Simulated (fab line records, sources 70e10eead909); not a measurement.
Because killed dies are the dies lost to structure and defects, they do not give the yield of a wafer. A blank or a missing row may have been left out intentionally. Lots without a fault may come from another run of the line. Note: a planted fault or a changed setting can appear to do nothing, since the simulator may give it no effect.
Which tool was responsible?    flow nand-harc    12 lots with 36 wafers sampled at 3 steps, on a route of 1302 steps

## WHAT THE GAUGES SHOWED, per wafer
NHARC_A_M0_INSPECT_27.
lot   measured      on                 raw-defect-count
L075  day 23 07:37  defect-inspect-02  471 476 398
L077  day 24 13:49  defect-inspect-01  469 502 373
L078  day 25 14:56  defect-inspect-01  454 387 392
L082  day 26 07:30  defect-inspect-02  480 469 720
L083  day 26 12:08  defect-inspect-01  788 521 474
L085  day 27 15:49  defect-inspect-02  576 588 660
L087  day 27 23:55  defect-inspect-01  568 700 528
L089  day 29 06:34  defect-inspect-02  468 507 465
L091  day 30 01:14  defect-inspect-01  436 488 377
L093  day 30 21:32  defect-inspect-01  515 627 628
L094  day 31 04:38  defect-inspect-01  562 604 494
L097  day 32 21:48  defect-inspect-01  709 685 572

## WHICH TOOL RAN EACH LOT (tool, then ch and the chambers of the sampled wafers, then the start)
lot   NHARC_A_BLC_ETCH_17                            NHARC_A_M0_PRE_CLEAN_29
L075  rie-diel-04 ch 0,1, day 23 07:37 or earlier    pvd-sputter-01, day 23 07:37 or earlier
L077  rie-diel-04 ch 1,2, day 24 13:49 or earlier    pvd-sputter-03, day 24 13:49 or earlier
L078  rie-diel-04 ch 0,1, day 25 14:56 or earlier    pvd-sputter-03, day 25 14:56 or earlier
L082  rie-diel-04 ch 0,2,3, day 26 07:30 or earlier  pvd-sputter-03, day 26 07:30 or earlier
L083  rie-diel-04 ch 2,3, day 26 12:08 or earlier    pvd-sputter-02, day 26 12:08 or earlier
L085  rie-diel-07 ch 0,1,3, day 27 15:49 or earlier  pvd-sputter-03, day 27 15:49 or earlier
L087  rie-diel-04 ch 0,1,3, day 27 23:55 or earlier  pvd-sputter-01, day 27 23:55 or earlier
L089  rie-diel-07 ch 0,1,2, day 29 06:34 or earlier  pvd-sputter-03, day 29 06:34 or earlier
L091  rie-diel-04 ch 0,1,2, day 30 01:14 or earlier  pvd-sputter-02, day 30 01:14 or earlier
L093  rie-diel-13 ch 1,2,3, day 30 21:32 or earlier  pvd-sputter-02, day 30 21:32 or earlier
L094  rie-diel-04 ch 1,2,3, day 31 04:38 or earlier  pvd-sputter-01, day 31 04:38 or earlier
L097  rie-diel-04 ch 1,2,3, day 32 21:48 or earlier  pvd-sputter-02, day 32 21:48 or earlier
- NHARC_A_BLC_ETCH_17: etches the open film in N2/H2, target depth 390 nm, time 609.38 s.
- NHARC_A_M0_PRE_CLEAN_29: time 30 s.

## THE ANSWER, worked out from the rows above alone
Rule: the lots themselves supply what counts as usual. Put in order of their means at a reading, lots are off if they are a third of the lots or fewer, leave a main group of 4 or more, and stand apart from it by a gap of 3 or more times the standard deviation of the main group's means; of several such gaps the widest counts. A main group is skipped when, at the precision printed for the reading in the tables above, its means are all equal. A lot without any number at a reading at which 4 lots or more have one is off too. The other lots that the step has rows for count as sound.
No lot is off at any reading shown: from this, nothing can be told.

## WHAT THE SIMULATOR HAD PUT IN
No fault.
